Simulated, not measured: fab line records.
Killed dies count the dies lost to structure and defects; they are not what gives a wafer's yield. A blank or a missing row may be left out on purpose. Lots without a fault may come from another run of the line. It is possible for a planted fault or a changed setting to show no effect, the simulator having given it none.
Chamber matching -- flow nand_harc -- 4 sister chambers for NHARC_A_SGD_CUT_ETCHBACK_24 on rie_diel-10
The step etches the open film in CH3F/O2, target depth 50 nm, time 92.857 s. 16 wafers are shown with their chamber, then 8 later ones without.

== WAFERS PAIRED WITH THEIR CHAMBERS ==
wafer,chamber,showerhead_plenum_p_Torr (Torr),drypump_motor_current_A (A),oes_product_au (a.u.)
L074.3,1,2.35,5.10,1.01
L074.4,0,2.52,5.31,1.00
L074.5,1,2.35,5.08,1.00
L076.2,1,2.35,5.08,1.01
L076.5,1,2.35,5.08,1.01
L076.6,0,2.52,5.31,0.95
L077.1,0,2.52,5.28,1.01
L077.4,1,2.35,5.10,1.00
L077.5,1,2.35,5.11,1.00
L078.3,1,2.35,5.09,1.00
L078.5,1,2.35,5.09,1.00
L078.6,2,2.42,5.56,0.99
L085.2,3,2.38,5.74,0.92
L085.3,1,2.35,5.08,0.92
L085.6,3,2.38,5.74,0.92
L086.1,2,2.41,5.59,0.93

SIGNATURES, as means of the wafers listed above
reading,chamber 0,chamber 1,chamber 2,chamber 3,scatter within a chamber
showerhead_plenum_p_Torr,2.5200,2.3500,2.4150,2.3800,0.00204
drypump_motor_current_A,5.3000,5.0900,5.5750,5.7400,0.0131
oes_product_au,0.9867,0.9944,0.9600,0.9200,0.0293
Rule: a wafer lies at a distance from a chamber equal to the root of the sum of squares, over the readings, of (its reading less the chamber's mean, divided by the reading's scatter). The wafer belongs to the nearest chamber; if the next one is less than 2 further off, it can't be placed. The scatter is the square root of a quotient: the sum, over the shown wafers, of each reading's squared deviation from its chamber's mean, divided by wafers minus chambers.

== WAFERS WHOSE CHAMBER IS MISSING ==
wafer,showerhead_plenum_p_Torr (Torr),drypump_motor_current_A (A),oes_product_au (a.u.)
L086.4,2.35,5.08,0.95
L086.6,2.41,5.56,0.94
L088.4,2.35,5.07,0.93
L088.5,2.41,5.56,0.91
L088.6,2.38,5.75,0.93
L090.3,2.35,5.09,1.01
L090.4,2.51,5.30,1.01
L090.5,2.51,5.27,1.01

== CHAMBER TAKEN BY EACH ==
wafer,from the rows above,in truth
L086.4,1,1
L086.6,2,2
L088.4,1,1
L088.5,2,2
L088.6,3,3
L090.3,1,1
L090.4,0,0
L090.5,0,0
Placed correctly: 8 of 8. Left unplaced by these rows: 0. 0 placed wrongly.
